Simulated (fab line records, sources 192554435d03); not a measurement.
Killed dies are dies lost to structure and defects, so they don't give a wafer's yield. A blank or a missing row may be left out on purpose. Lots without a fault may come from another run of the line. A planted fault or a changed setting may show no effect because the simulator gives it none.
fab line records | flow n5_finfet
record lots=5 wafers=15 last_day=14
route steps=1938 shown BEOL_M1@808 BEOL_M2@841
lots that met no fault: from a run of the same line without faults
start_h: hours from the record's first day to the start of the lot's first wafer shown | wait_h: hours since the lot's step before | " the same as in the row above | L1.1+2: a row that stands for several wafers | - no value, or no start given | * or withheld: withheld | < > ~ a bound
route shown NAME@n: a module of which the file shows steps, and the number in the route of the first | usual: mean/standard deviation of fault-free wafers | same: alike in all rows | chamber/n: place in a boat | sites: the reading at each site | _std_site: their standard deviation | _edge_site: outer sites' mean less inner sites' | radius_mm: how far each site lies from the wafer's centre | mask NAME#n: copy n | behind: the tool/chamber that last shaped the wafer | hold: why the lot was held/for how many hours/how that ended | device: the transistor (n, p or np) that didn't switch | end of line: the same wafers' tests at the end of the route | a step without rows: its recipe alone | killed: dies lost to structure and defects at the first sort, not the wafer's yield | map: a wafer's dies, x killed, . not, _ none there
set.NAME: the setting as run; set.NAME@STEP: as run at that earlier step | model.NAME: the simulator's own value behind a step, which no gauge read
lots at some steps of the route; a table a step, a row a wafer
services: from which hour (start_h, from the record's first day; less than 0 if before it) a tool's chamber was out of use, for how many hours, and why
## steps
# step N5_BEOL_M1_CD_MEAS_35
# recipe target_cd_nm=18 target_cd_y_nm=21 polarity=opening
# usual cd_nm=18.0/0.41
# columns lot.wafer tool chamber start_h wait_h cd_nm
L075.1 cd_sem-02 - 131.35 0.0 17.5
L075.2 " - " " 18.6
L075.3 " - " " 17.7
L077.1 cd_sem-02 - 152.71 0.0 18.1
L077.2 " - " " 18.1
L077.4 " - " " 18.7
L079.3 cd_sem-03 - 155.70 0.0 17.5
L079.4 " - " " 17.1
L079.5 " - " " 17.8
L082.2 cd_sem-02 - 167.95 0.0 18.6
L082.5 " - " " 18.3
L082.6 " - " " 18.4
L085.1 cd_sem-01 - 192.79 0.0 17.6
L085.3 " - " " 17.2
L085.6 " - " " 16.9
# step N5_BEOL_M1_DEGAS_44
# recipe ambient=vacuum temp_c=250 time_s=60
# usual heater_power_w=341/35
# columns lot.wafer tool chamber start_h wait_h heater_power_w
L075.1 pvd_sputter-01 - 131.54 0.2 395
L075.2 " - " " 325
L075.3 " - " " 301
L077.1 pvd_sputter-03 - 152.95 0.2 374
L077.2 " - " " 340
L077.4 " - " " 346
L079.3 pvd_sputter-03 - 156.02 0.3 363
L079.4 " - " " 343
L079.5 " - " " 373
L082.2 pvd_sputter-02 - 168.15 0.2 291
L082.5 " - " " 294
L082.6 " - " " 286
L085.1 pvd_sputter-01 - 193.12 0.3 320
L085.3 " - " " 400
L085.6 " - " " 361
# step N5_BEOL_M1_PRE_CLEAN_45
# recipe gas=H2/He time_s=30 temp_c=250
# usual heater_power_w=341/34
# columns lot.wafer tool chamber start_h wait_h heater_power_w
L075.1 pvd_sputter-01 - 131.58 0.0 395
L075.2 " - " " 319
L075.3 " - " " 303
L077.1 pvd_sputter-03 - 152.99 0.0 369
L077.2 " - " " 331
L077.4 " - " " 343
L079.3 pvd_sputter-03 - 156.06 0.0 374
L079.4 " - " " 347
L079.5 " - " " 358
L082.2 pvd_sputter-02 - 168.19 0.0 291
L082.5 " - " " 311
L082.6 " - " " 294
L085.1 pvd_sputter-01 - 193.16 0.0 318
L085.3 " - " " 397
L085.6 " - " " 369
# step N5_BEOL_M1_ALD_84
# recipe material=TaN target_thk_a=* temp_c=275 ald_precursor_family=PDMAT ald_co_reactant=NH3 pressure_torr=3 carrier_flow_sccm=1500 pulse_time_s=2 purge_time_s=3 co_reactant_purge_time_s=2 co_reactant_pulse_time_s=3 ald_cycles=30 precursor_vessel_temp_c=75 precursor_vessel_pressure_torr=26.25 precursor_vessel_carrier_sccm=1000
# usual heater_power_w=405/40
# same ald_cycles=30
# columns lot.wafer tool chamber start_h wait_h heater_power_w
L075.1 ald_metal-01 0 131.69 0.1 360
L075.2 " 1 " " 465
L075.3 " 2 " " 426
L077.1 ald_metal-01 2 153.05 0.0 424
L077.2 " 3 " " 409
L077.4 " 1 " " 474
L079.3 ald_metal-02 2 156.12 0.0 371
L079.4 " 3 " " 462
L079.5 " 2 " " 368
L082.2 ald_metal-04 0 168.25 0.0 338
L082.5 " 0 " " 341
L082.6 " 1 " " 347
L085.1 ald_metal-04 1 193.23 0.1 354
L085.3 " 0 " " 334
L085.6 " 3 " " 429
# step N5_BEOL_M1_SURFACE_TREAT_85
# recipe gas=Ar time_s=* ion_energy_ev=* ion_current_ma_cm2=0.5 pressure_mtorr=* ar_flow_sccm=30
# usual throttle_valve_pct=*
# columns lot.wafer tool chamber start_h wait_h throttle_valve_pct
L075.1 pvd_sputter-03 - 132.49 0.7 *
L075.2 " - " " *
L075.3 " - " " *
L077.1 pvd_sputter-01 - 153.39 0.2 *
L077.2 " - " " *
L077.4 " - " " *
L079.3 pvd_sputter-03 - 156.40 0.2 *
L079.4 " - " " *
L079.5 " - " " *
L082.2 pvd_sputter-03 - 168.55 0.2 *
L082.5 " - " " *
L082.6 " - " " *
L085.1 pvd_sputter-03 - 193.67 0.3 *
L085.3 " - " " *
L085.6 " - " " *
# step N5_BEOL_M1_CVD_47
# recipe material=Co target_thk_a=30 temp_c=withheld precursor=CCTBA/H2 pressure_torr=30 time_s=223.8
# columns lot.wafer tool chamber start_h wait_h
L075.1+2+3 cvd_co-01 1,0,2 132.59 0.1
L077.1+2+4 cvd_co-02 0,1,2 153.48 0.1
L079.3+4+5 cvd_co-02 1,2,1 156.46 0.0
L082.2+5+6 cvd_co-01 2,1,0 168.66 0.1
L085.1+3+6 cvd_co-02 1,0,2 193.89 0.2
# step N5_BEOL_M1_SPUTTER_48
# recipe material=Cu target_thk_a=45 temp_c=-20 chamber_pressure_pa=0.07 power_w=withheld time_s=8.29
# usual throttle_valve_pct=29.6/0.99
# columns lot.wafer tool chamber start_h wait_h throttle_valve_pct
L075.1 pvd_sputter-03 - 132.83 0.2 30.7
L075.2 " - " " 28.6
L075.3 " - " " 30.2
L077.1 pvd_sputter-03 - 153.64 0.1 30.6
L077.2 " - " " 30.1
L077.4 " - " " 28.5
L079.3 pvd_sputter-01 - 156.68 0.2 32.0
L079.4 " - " " 29.4
L079.5 " - " " 28.5
L082.2 pvd_sputter-01 - 169.76 1.0 32.1
L082.5 " - " " 29.4
L082.6 " - " " 29.1
L085.1 pvd_sputter-03 - 194.41 0.5 30.1
L085.3 " - " " 28.7
L085.6 " - " " 28.7
# step N5_BEOL_M1_ANNEAL_49
# recipe temp_c=400 time_s=240 ambient=vacuum
# usual heater_power_w=853/83
# columns lot.wafer tool chamber start_h wait_h heater_power_w
L075.1 pvd_sputter-03 - 132.91 0.0 999
L075.2 " - " " 827
L075.3 " - " " 859
L077.1 pvd_sputter-03 - 153.72 0.0 983
L077.2 " - " " 844
L077.4 " - " " 852
L079.3 pvd_sputter-01 - 156.77 0.0 790
L079.4 " - " " 759
L079.5 " - " " 918
L082.2 pvd_sputter-01 - 169.84 0.0 791
L082.5 " - " " 993
L082.6 " - " " 753
L085.1 pvd_sputter-03 - 194.49 0.0 867
L085.3 " - " " 928
L085.6 " - " " 863
# step N5_BEOL_M1_SPUTTER_79
# recipe material=Cu target_thk_a=45 temp_c=-20 chamber_pressure_pa=0.07 power_w=withheld time_s=8.29
# usual throttle_valve_pct=29.6/0.95
# columns lot.wafer tool chamber start_h wait_h throttle_valve_pct
L075.1 pvd_sputter-03 - 133.05 0.1 30.5
L075.2 " - " " 28.7
L075.3 " - " " 30.2
L077.1 pvd_sputter-03 - 153.86 0.1 30.7
L077.2 " - " " 30.0
L077.4 " - " " 28.8
L079.3 pvd_sputter-01 - 156.92 0.1 32.1
L079.4 " - " " 29.4
L079.5 " - " " 28.3
L082.2 pvd_sputter-01 - 169.98 0.1 32.1
L082.5 " - " " 29.7
L082.6 " - " " 29.5
L085.1 pvd_sputter-03 - 194.63 0.1 30.0
L085.3 " - " " 29.0
L085.6 " - " " 28.5
# step N5_BEOL_M1_ANNEAL_80
# recipe temp_c=400 time_s=240 ambient=vacuum
# usual heater_power_w=853/83
# columns lot.wafer tool chamber start_h wait_h heater_power_w
L075.1 pvd_sputter-03 - 133.13 0.0 1012
L075.2 " - " " 850
L075.3 " - " " 864
L077.1 pvd_sputter-03 - 153.94 0.0 998
L077.2 " - " " 842
L077.4 " - " " 857
L079.3 pvd_sputter-01 - 157.01 0.0 810
L079.4 " - " " 766
L079.5 " - " " 914
L082.2 pvd_sputter-01 - 170.06 0.0 811
L082.5 " - " " 985
L082.6 " - " " 737
L085.1 pvd_sputter-03 - 194.71 0.0 862
L085.3 " - " " 919
L085.6 " - " " 855
# step N5_BEOL_M1_SPUTTER_81
# recipe material=Cu target_thk_a=45 temp_c=-20 chamber_pressure_pa=0.07 power_w=withheld time_s=8.29
# usual throttle_valve_pct=29.6/0.97
# columns lot.wafer tool chamber start_h wait_h throttle_valve_pct
L075.1 pvd_sputter-03 - 133.27 0.1 30.3
L075.2 " - " " 28.7
L075.3 " - " " 30.4
L077.1 pvd_sputter-03 - 154.08 0.1 30.5
L077.2 " - " " 30.1
L077.4 " - " " 28.5
L079.3 pvd_sputter-01 - 157.16 0.1 32.1
L079.4 " - " " 29.7
L079.5 " - " " 28.7
L082.2 pvd_sputter-01 - 170.20 0.1 32.0
L082.5 " - " " 29.3
L082.6 " - " " 29.2
L085.1 pvd_sputter-03 - 194.85 0.1 30.2
L085.3 " - " " 28.9
L085.6 " - " " 28.7
# step N5_BEOL_M1_ANNEAL_82
# recipe temp_c=400 time_s=240 ambient=vacuum
# usual heater_power_w=856/84
# columns lot.wafer tool chamber start_h wait_h heater_power_w
L075.1 pvd_sputter-03 - 133.35 0.0 976
L075.2 " - " " 831
L075.3 " - " " 850
L077.1 pvd_sputter-03 - 154.16 0.0 1032
L077.2 " - " " 849
L077.4 " - " " 861
L079.3 pvd_sputter-01 - 157.25 0.0 801
L079.4 " - " " 736
L079.5 " - " " 913
L082.2 pvd_sputter-01 - 170.28 0.0 787
L082.5 " - " " 973
L082.6 " - " " 756
L085.1 pvd_sputter-03 - 194.93 0.0 842
L085.3 " - " " 931
L085.6 " - " " 848
# step N5_BEOL_M1_SPUTTER_86
# recipe material=Cu target_thk_a=45 temp_c=-20 chamber_pressure_pa=0.07 power_w=withheld time_s=8.29
# usual throttle_valve_pct=29.6/0.97
# columns lot.wafer tool chamber start_h wait_h throttle_valve_pct
L075.1 pvd_sputter-03 - 133.49 0.1 30.5
L075.2 " - " " 28.9
L075.3 " - " " 30.3
L077.1 pvd_sputter-03 - 154.30 0.1 30.3
L077.2 " - " " 30.2
L077.4 " - " " 28.6
L079.3 pvd_sputter-01 - 157.40 0.1 32.1
L079.4 " - " " 29.5
L079.5 " - " " 28.3
L082.2 pvd_sputter-01 - 170.42 0.1 32.0
L082.5 " - " " 29.5
L082.6 " - " " 29.0
L085.1 pvd_sputter-03 - 195.07 0.1 30.1
L085.3 " - " " 28.7
L085.6 " - " " 28.6
# step N5_BEOL_M1_ANNEAL_87
# recipe temp_c=400 time_s=240 ambient=vacuum
# usual heater_power_w=853/82
# columns lot.wafer tool chamber start_h wait_h heater_power_w
L075.1 pvd_sputter-03 - 133.57 0.0 974
L075.2 " - " " 864
L075.3 " - " " 856
L077.1 pvd_sputter-03 - 154.38 0.0 978
L077.2 " - " " 840
L077.4 " - " " 834
L079.3 pvd_sputter-01 - 157.49 0.0 808
L079.4 " - " " 759
L079.5 " - " " 909
L082.2 pvd_sputter-01 - 170.50 0.0 799
L082.5 " - " " 981
L082.6 " - " " 762
L085.1 pvd_sputter-03 - 195.15 0.0 852
L085.3 " - " " 939
L085.6 " - " " 867
# step N5_BEOL_M1_SPUTTER_88
# recipe material=Cu target_thk_a=45 temp_c=-20 chamber_pressure_pa=0.07 power_w=withheld time_s=8.29
# usual throttle_valve_pct=29.6/0.96
# columns lot.wafer tool chamber start_h wait_h throttle_valve_pct
L075.1 pvd_sputter-03 - 133.71 0.1 30.5
L075.2 " - " " 28.9
L075.3 " - " " 30.1
L077.1 pvd_sputter-03 - 154.52 0.1 30.6
L077.2 " - " " 30.0
L077.4 " - " " 28.5
L079.3 pvd_sputter-01 - 157.64 0.1 31.9
L079.4 " - " " 28.9
L079.5 " - " " 28.5
L082.2 pvd_sputter-01 - 170.64 0.1 32.0
L082.5 " - " " 29.5
L082.6 " - " " 29.3
L085.1 pvd_sputter-03 - 195.29 0.1 30.2
L085.3 " - " " 29.0
L085.6 " - " " 28.7
# step N5_BEOL_M1_ANNEAL_89
# recipe temp_c=400 time_s=240 ambient=vacuum
# usual heater_power_w=852/83
# columns lot.wafer tool chamber start_h wait_h heater_power_w
L075.1 pvd_sputter-03 - 133.79 0.0 977
L075.2 " - " " 849
L075.3 " - " " 843
L077.1 pvd_sputter-03 - 154.60 0.0 975
L077.2 " - " " 833
L077.4 " - " " 842
L079.3 pvd_sputter-01 - 157.72 0.0 795
L079.4 " - " " 742
L079.5 " - " " 904
L082.2 pvd_sputter-01 - 170.72 0.0 775
L082.5 " - " " 1003
L082.6 " - " " 754
L085.1 pvd_sputter-03 - 195.37 0.0 848
L085.3 " - " " 920
L085.6 " - " " 849
# step N5_BEOL_M1_SPUTTER_90
# recipe material=Cu target_thk_a=45 temp_c=-20 chamber_pressure_pa=0.07 power_w=withheld time_s=8.29
# usual throttle_valve_pct=29.6/0.94
# columns lot.wafer tool chamber start_h wait_h throttle_valve_pct
L075.1 pvd_sputter-03 - 133.93 0.1 30.6
L075.2 " - " " 28.8
L075.3 " - " " 30.0
L077.1 pvd_sputter-03 - 154.74 0.1 30.6
L077.2 " - " " 30.2
L077.4 " - " " 28.6
L079.3 pvd_sputter-01 - 157.88 0.1 32.0
L079.4 " - " " 29.5
L079.5 " - " " 28.4
L082.2 pvd_sputter-01 - 170.86 0.1 31.9
L082.5 " - " " 29.6
L082.6 " - " " 29.3
L085.1 pvd_sputter-03 - 195.51 0.1 30.1
L085.3 " - " " 28.7
L085.6 " - " " 28.9
# step N5_BEOL_M1_ANNEAL_91
# recipe temp_c=400 time_s=240 ambient=vacuum
# usual heater_power_w=854/83
# columns lot.wafer tool chamber start_h wait_h heater_power_w
L075.1 pvd_sputter-03 - 134.01 0.0 967
L075.2 " - " " 853
L075.3 " - " " 842
L077.1 pvd_sputter-03 - 154.82 0.0 998
L077.2 " - " " 870
L077.4 " - " " 850
L079.3 pvd_sputter-01 - 157.96 0.0 769
L079.4 " - " " 745
L079.5 " - " " 908
L082.2 pvd_sputter-01 - 170.94 0.0 805
L082.5 " - " " 959
L082.6 " - " " 762
L085.1 pvd_sputter-03 - 195.59 0.0 856
L085.3 " - " " 918
L085.6 " - " " 846
# step N5_BEOL_M1_SPUTTER_92
# recipe material=Cu target_thk_a=45 temp_c=-20 chamber_pressure_pa=0.07 power_w=withheld time_s=8.29
# usual throttle_valve_pct=29.6/0.95
# columns lot.wafer tool chamber start_h wait_h throttle_valve_pct
L075.1 pvd_sputter-03 - 134.15 0.1 30.6
L075.2 " - " " 28.7
L075.3 " - " " 30.3
L077.1 pvd_sputter-03 - 154.96 0.1 30.4
L077.2 " - " " 29.9
L077.4 " - " " 28.7
L079.3 pvd_sputter-01 - 158.11 0.1 31.8
L079.4 " - " " 29.3
L079.5 " - " " 28.3
L082.2 pvd_sputter-01 - 171.08 0.1 32.3
L082.5 " - " " 29.3
L082.6 " - " " 29.6
L085.1 pvd_sputter-03 - 195.73 0.1 30.2
L085.3 " - " " 28.7
L085.6 " - " " 29.0
# step N5_BEOL_M1_ANNEAL_93
# recipe temp_c=400 time_s=240 ambient=vacuum
# usual heater_power_w=855/86
# columns lot.wafer tool chamber start_h wait_h heater_power_w
L075.1 pvd_sputter-03 - 134.23 0.0 979
L075.2 " - " " 872
L075.3 " - " " 866
L077.1 pvd_sputter-03 - 155.04 0.0 980
L077.2 " - " " 863
L077.4 " - " " 846
L079.3 pvd_sputter-01 - 158.20 0.0 794
L079.4 " - " " 768
L079.5 " - " " 912
L082.2 pvd_sputter-01 - 171.16 0.0 807
L082.5 " - " " 1010
L082.6 " - " " 753
L085.1 pvd_sputter-03 - 195.81 0.0 852
L085.3 " - " " 921
L085.6 " - " " 868
# step N5_BEOL_M1_SPUTTER_94
# recipe material=Cu target_thk_a=45 temp_c=-20 chamber_pressure_pa=0.07 power_w=withheld time_s=8.29
# usual throttle_valve_pct=29.6/0.98
# columns lot.wafer tool chamber start_h wait_h throttle_valve_pct
L075.1 pvd_sputter-03 - 134.37 0.1 30.5
L075.2 " - " " 28.4
L075.3 " - " " 30.5
L077.1 pvd_sputter-03 - 155.18 0.1 30.4
L077.2 " - " " 30.1
L077.4 " - " " 29.0
L079.3 pvd_sputter-01 - 158.35 0.1 32.2
L079.4 " - " " 29.1
L079.5 " - " " 28.4
L082.2 pvd_sputter-01 - 171.30 0.1 32.1
L082.5 " - " " 29.5
L082.6 " - " " 29.2
L085.1 pvd_sputter-03 - 195.95 0.1 30.1
L085.3 " - " " 28.6
L085.6 " - " " 28.6
# step N5_BEOL_M1_ANNEAL_95
# recipe temp_c=400 time_s=240 ambient=vacuum
# usual heater_power_w=855/86
# columns lot.wafer tool chamber start_h wait_h heater_power_w
L075.1 pvd_sputter-03 - 134.45 0.0 997
L075.2 " - " " 858
L075.3 " - " " 844
L077.1 pvd_sputter-03 - 155.26 0.0 962
L077.2 " - " " 849
L077.4 " - " " 852
L079.3 pvd_sputter-01 - 158.44 0.0 800
L079.4 " - " " 735
L079.5 " - " " 901
L082.2 pvd_sputter-01 - 171.38 0.0 775
L082.5 " - " " 1002
L082.6 " - " " 776
L085.1 pvd_sputter-03 - 196.03 0.0 843
L085.3 " - " " 924
L085.6 " - " " 846
# step N5_BEOL_M1_SPUTTER_96
# recipe material=Cu target_thk_a=45 temp_c=-20 chamber_pressure_pa=0.07 power_w=withheld time_s=8.29
# usual throttle_valve_pct=29.6/0.95
# columns lot.wafer tool chamber start_h wait_h throttle_valve_pct
L075.1 pvd_sputter-03 - 134.59 0.1 30.6
L075.2 " - " " 28.9
L075.3 " - " " 30.4
L077.1 pvd_sputter-03 - 155.40 0.1 30.1
L077.2 " - " " 30.5
L077.4 " - " " 28.9
L079.3 pvd_sputter-01 - 158.59 0.1 31.8
L079.4 " - " " 29.1
L079.5 " - " " 28.3
L082.2 pvd_sputter-01 - 171.52 0.1 32.1
L082.5 " - " " 29.4
L082.6 " - " " 29.2
L085.1 pvd_sputter-03 - 196.17 0.1 30.2
L085.3 " - " " 29.0
L085.6 " - " " 28.8
# step N5_BEOL_M1_ECD_50
# recipe material=Cu target_thk_a=3000
# columns lot.wafer tool chamber start_h wait_h
L075.1+2+3 ecd_cu-02 1,0,1 134.71 0.1
L077.1+2+4 ecd_cu-01 1,0,0 155.51 0.1
L079.3+4+5 ecd_cu-02 0,1,0 158.73 0.1
L082.2+5+6 ecd_cu-02 1,0,1 171.65 0.1
L085.1+3+6 ecd_cu-01 0,1,0 196.29 0.1
# step N5_BEOL_M1_ANNEAL_51
# recipe temp_c=225 time_s=90 ambient=N2
# usual wafer_temp_C_max=226.02/0.26
# columns lot.wafer tool chamber start_h wait_h wafer_temp_C_max
L075.1 rtp_anneal-02 0 135.46 0.7 225.98
L075.2 " 0 " " 226.39
L075.3 " 0 " " 226.01
L077.1 rtp_anneal-01 0 155.59 0.1 226.13
L077.2 " 0 " " 225.68
L077.4 " 0 " " 225.69
L079.3 rtp_anneal-01 0 158.89 0.1 226.14
L079.4 " 0 " " 225.84
L079.5 " 0 " " 226.17
L082.2 rtp_anneal-01 0 171.77 0.1 226.24
L082.5 " 0 " " 225.68
L082.6 " 0 " " 225.87
L085.1 rtp_anneal-01 0 196.37 0.1 225.94
L085.3 " 0 " " 225.84
L085.6 " 0 " " 225.70
# step N5_BEOL_M1_CMP_52
# recipe stop_on=SiOC t_overpolish_s=6.8 down_force_psi=1 platen_rpm=50 clearing_platen_down_force_psi=1.5 clearing_platen_rpm=50 post_cmp_clean=cu_alkaline target_thk_nm=40 clearing_platen_pad_velocity_m_s=0.99484 pad_velocity_m_s=0.99484
# usual barrier_field_endpoint_s=25.0/0.88 head_pressure_psi=1.0002/0.0021 motor_current_A=6.0/0.75 overpolish_run_s=6.800/0.0093 slurry_flow_ml_min=149.9/0.47 time_to_endpoint_s=63/4.9
# columns lot.wafer tool chamber start_h wait_h barrier_field_endpoint_s head_pressure_psi motor_current_A overpolish_run_s slurry_flow_ml_min time_to_endpoint_s
L075.1 cmp-04 3 135.76 0.3 23.1 1.0006 6.7 6.794 150.6 55
L075.2 " 1 " " 25.6 0.9996 5.1 6.803 149.4 67
L075.3 " 2 " " 23.5 0.9988 7.2 6.808 150.3 61
L077.1 cmp-04 1 155.89 0.3 24.2 0.9991 5.0 6.797 150.6 62
L077.2 " 3 " " 23.5 1.0009 6.6 6.800 149.5 56
L077.4 " 0 " " 24.9 1.0005 6.1 6.802 149.8 61
L079.4 cmp-01 0 159.17 0.2 23.5 1.0016 6.0 6.811 150.6 55
L079.3 " 1 " " 24.2 1.0006 6.1 6.804 149.6 63
L079.5 " 2 " " 24.5 0.9983 5.5 6.793 149.6 60
L082.2 cmp-02 1 172.14 0.3 25.8 1.0021 6.3 6.804 150.6 68
L082.5 " 2 " " 25.3 0.9997 6.1 6.814 150.4 71
L082.6 " 3 " " 25.5 0.9979 4.7 6.803 150.7 67
L085.1 cmp-02 3 196.66 0.3 25.6 1.0018 4.8 6.792 150.2 66
L085.3 " 0 " " 25.0 1.0012 5.5 6.800 149.8 64
L085.6 " 0 " " 25.1 1.0010 5.3 6.819 149.4 63
# step N5_BEOL_M1_THK_MEAS_53
# recipe thk_meas_gauge=xrf reads=Cu_of_BEOL_M1_ECD_50
# usual M1_THK=41.7/2.1
# columns lot.wafer tool chamber start_h wait_h M1_THK[nm]
L075.1 film_metro-01 - 136.05 - 39.3
L075.2 " - " " 43.2
L075.3 " - " " 42.1
L077.1 film_metro-02 - 156.18 - 42.7
L077.2 " - " " 37.2
L077.4 " - " " 44.0
L079.3 film_metro-01 - 159.39 - 40.6
L079.4 " - " " 40.2
L079.5 " - " " 43.5
L082.2 film_metro-01 - 172.32 - 44.0
L082.5 " - " " 41.6
L082.6 " - " " 43.5
L085.1 film_metro-01 - 196.96 - 42.8
L085.3 " - " " 40.9
L085.6 " - " " 44.1
# step N5_BEOL_M1_PRE_CLEAN_60
# recipe gas=NH3/H2 time_s=15 temp_c=* rf_power_w=300
# usual heater_power_w=88/14
# columns lot.wafer tool chamber start_h wait_h heater_power_w
L075.1 cvd_co-01 1 136.09 0.0 91
L075.2 " 0 " " 69
L075.3 " 2 " " 97
L077.1 cvd_co-01 1 156.22 0.0 90
L077.2 " 2 " " 101
L077.4 " 2 " " 100
L079.3 cvd_co-02 1 159.43 0.0 77
L079.4 " 1 " " 80
L079.5 " 0 " " 112
L082.2 cvd_co-02 1 172.36 0.0 77
L082.5 " 0 " " 110
L082.6 " 1 " " 81
L085.1 cvd_co-01 1 197.00 0.0 89
L085.3 " 0 " " 69
L085.6 " 0 " " 69
# step N5_BEOL_M1_CO_CAP_55
# recipe material=Co target_thk_a=20 temp_c=200 precursor=CCTBA/H2 pressure_torr=30 time_s=102.1
# usual heater_power_w=240/18
# columns lot.wafer tool chamber start_h wait_h heater_power_w
L075.1 cvd_co-01 1 136.13 0.0 244
L075.2 " 0 " " 212
L075.3 " 2 " " 246
L077.1 cvd_co-01 1 156.26 0.0 244
L077.2 " 2 " " 252
L077.4 " 2 " " 250
L079.3 cvd_co-02 1 159.47 0.0 230
L079.4 " 1 " " 241
L079.5 " 0 " " 271
L082.2 cvd_co-02 1 172.42 0.0 228
L082.5 " 0 " " 267
L082.6 " 1 " " 230
L085.1 cvd_co-01 1 197.04 0.0 240
L085.3 " 0 " " 218
L085.6 " 0 " " 215
# step N5_BEOL_M1_PRE_CLEAN_56
# recipe gas=NH3 time_s=15 temp_c=withheld rf_power_w=300
# columns lot.wafer tool chamber start_h wait_h
L075.1+2+3 pecvd-03 0,2,1 136.22 0.1
L077.1+2+4 pecvd-02 1,0,0 156.35 0.1
L079.3+4+5 pecvd-02 1,1,0 159.56 0.1
L082.2+5+6 pecvd-02 0,1,0 172.55 0.1
L085.1+3+6 pecvd-02 2,0,1 197.13 0.1
# step N5_BEOL_M1_DEP_57
# recipe material=SiCN target_thk_a=80 temp_c=withheld precursor=3MS/NH3 pressure_torr=3 rf_w=202 time_s=14
# usual showerhead_plenum_p_Torr=3.661/0.012 throttle_valve_pct=9.2/0.33
# columns lot.wafer tool chamber start_h wait_h showerhead_plenum_p_Torr throttle_valve_pct
L075.1 pecvd-03 0 136.24 0.0 3.680 10.0
L075.2 " 2 " " 3.655 8.6
L075.3 " 1 " " 3.651 9.5
L077.1 pecvd-02 1 156.38 0.0 3.647 9.3
L077.2 " 0 " " 3.672 9.4
L077.4 " 0 " " 3.680 9.4
L079.3 pecvd-02 1 159.58 0.0 3.651 9.4
L079.4 " 1 " " 3.657 9.4
L079.5 " 0 " " 3.674 9.3
L082.2 pecvd-02 0 172.57 0.0 3.676 9.4
L082.5 " 1 " " 3.669 9.2
L082.6 " 0 " " 3.676 9.3
L085.1 pecvd-02 2 197.15 0.0 3.653 9.0
L085.3 " 0 " " 3.668 9.4
L085.6 " 1 " " 3.659 9.3
# step N5_BEOL_M1_RS_MEAS_58
# recipe thk_meas_gauge=four-point-probe reads=Co_of_BEOL_M1_CO_CAP_55+Cu_of_BEOL_M1_ECD_50+Co_of_BEOL_M1_CVD_47+TaN_of_BEOL_M1_ALD_84
# usual M1_RS=0.65/0.044
# columns lot.wafer tool chamber start_h wait_h M1_RS[ohm/sq]
L075.1 film_metro-02 - 136.31 0.0 0.72
L075.2 " - " " 0.63
L075.3 " - " " 0.65
L077.1 film_metro-01 - 156.44 0.0 0.63
L077.2 " - " " 0.76
L077.4 " - " " 0.61
L079.3 film_metro-01 - 159.65 0.1 0.68
L079.4 " - " " 0.69
L079.5 " - " " 0.62
L082.2 film_metro-01 - 172.64 0.1 0.61
L082.5 " - " " 0.65
L082.6 " - " " 0.61
L085.1 film_metro-02 - 197.22 0.0 0.63
L085.3 " - " " 0.67
L085.6 " - " " 0.61
# step N5_BEOL_M1_INSPECT_59
# recipe inspect_instrument=darkfield mode=post_dep
# usual raw_defect_count=70/23
# columns lot.wafer tool chamber start_h wait_h raw_defect_count
L075.1 defect_inspect-01 - 136.34 0.0 95
L075.2 " - " " 77
L075.3 " - " " 59
L077.1 defect_inspect-02 - 156.47 0.0 60
L077.2 " - " " 48
L077.4 " - " " 56
L079.3 defect_inspect-01 - 159.68 0.0 39
L079.4 " - " " 39
L079.5 " - " " 45
L082.2 defect_inspect-01 - 172.66 0.0 80
L082.5 " - " " 37
L082.6 " - " " 62
L085.1 defect_inspect-02 - 197.25 0.0 68
L085.3 " - " " 115
L085.6 " - " " 78
# step N5_BEOL_M2_ILD_DEP_00
# recipe material=SiOC target_thk_a=790 temp_c=350 precursor=DEMS/O2 pressure_torr=5 rf_w=500 time_s=15.3
# usual heater_power_w=492/59 showerhead_plenum_p_Torr=5.694/0.012 throttle_valve_pct=12.3/0.37
# columns lot.wafer tool chamber start_h wait_h heater_power_w showerhead_plenum_p_Torr throttle_valve_pct
L075.1 pecvd-01 0 136.37 0.0 460 5.708 13.0
L075.2 " 1 " " 570 5.705 12.6
L075.3 " 0 " " 469 5.710 12.9
L077.1 pecvd-01 1 156.51 0.0 507 5.693 12.8
L077.2 " 2 " " 456 5.688 11.6
L077.4 " 2 " " 463 5.691 12.0
L079.3 pecvd-01 0 159.71 0.0 446 5.684 12.9
L079.4 " 0 " " 440 5.703 12.7
L079.5 " 2 " " 417 5.691 12.0
L082.2 pecvd-01 1 172.70 0.0 571 5.702 12.6
L082.5 " 2 " " 446 5.683 11.9
L082.6 " 1 " " 560 5.716 12.5
L085.1 pecvd-04 1 197.29 0.0 535 5.707 11.9
L085.3 " 2 " " 484 5.676 12.4
L085.6 " 2 " " 477 5.688 12.1
# step N5_BEOL_M2_THK_MEAS_01
# recipe reads=SiOC_of_BEOL_M2_ILD_DEP_00
# usual M2_ILD_THK=78.5/1.3
# columns lot.wafer tool chamber start_h wait_h M2_ILD_THK[nm]
L075.1 film_metro-02 - 136.46 0.1 78.2
L075.2 " - " " 77.4
L075.3 " - " " 79.6
L077.1 film_metro-01 - 156.57 0.0 78.5
L077.2 " - " " 78.0
L077.4 " - " " 78.7
L079.3 film_metro-01 - 159.78 0.1 78.5
L079.4 " - " " 80.6
L079.5 " - " " 78.4
L082.2 film_metro-02 - 172.77 0.1 79.5
L082.5 " - " " 79.5
L082.6 " - " " 81.2
L085.1 film_metro-01 - 197.37 0.1 78.9
L085.3 " - " " 79.1
L085.6 " - " " 79.8
## services
# columns tool chamber start_h hours kind
pecvd-04 1 108.66 2.1 scheduled_down
pecvd-04 - 112.89 4.0 repair
cvd_co-02 1 114.67 - clean
cvd_co-02 1 114.67 22.0 scheduled_down
cvd_co-02 1 114.67 22.0 vent_cycle
ald_metal-02 - 115.13 2.8 pm
cvd_co-01 - 116.29 0.5 repair
pecvd-01 2 126.20 21.6 repair
cmp-02 - 132.10 4.0 pm
cmp-02 - 136.10 - consumable_replace:conditioner
cmp-02 - 136.10 - consumable_replace:pad
cmp-01 - 141.81 1.9 repair
cmp-04 - 145.70 4.9 pm
pecvd-03 1 146.17 2.1 scheduled_down
pecvd-03 - 150.42 1.3 repair
ald_metal-02 0 152.00 9.9 repair
ecd_cu-02 - 154.37 1.8 repair
ald_metal-02 1 158.25 28.4 repair
cvd_co-02 2 167.15 5.6 repair
pecvd-01 - 177.10 1.7 repair
cmp-04 - 184.76 10.6 repair
cmp-01 - 187.15 1.7 repair
pecvd-04 0 193.65 15.3 repair
pecvd-03 2 194.62 2.1 scheduled_down
## key
fault none
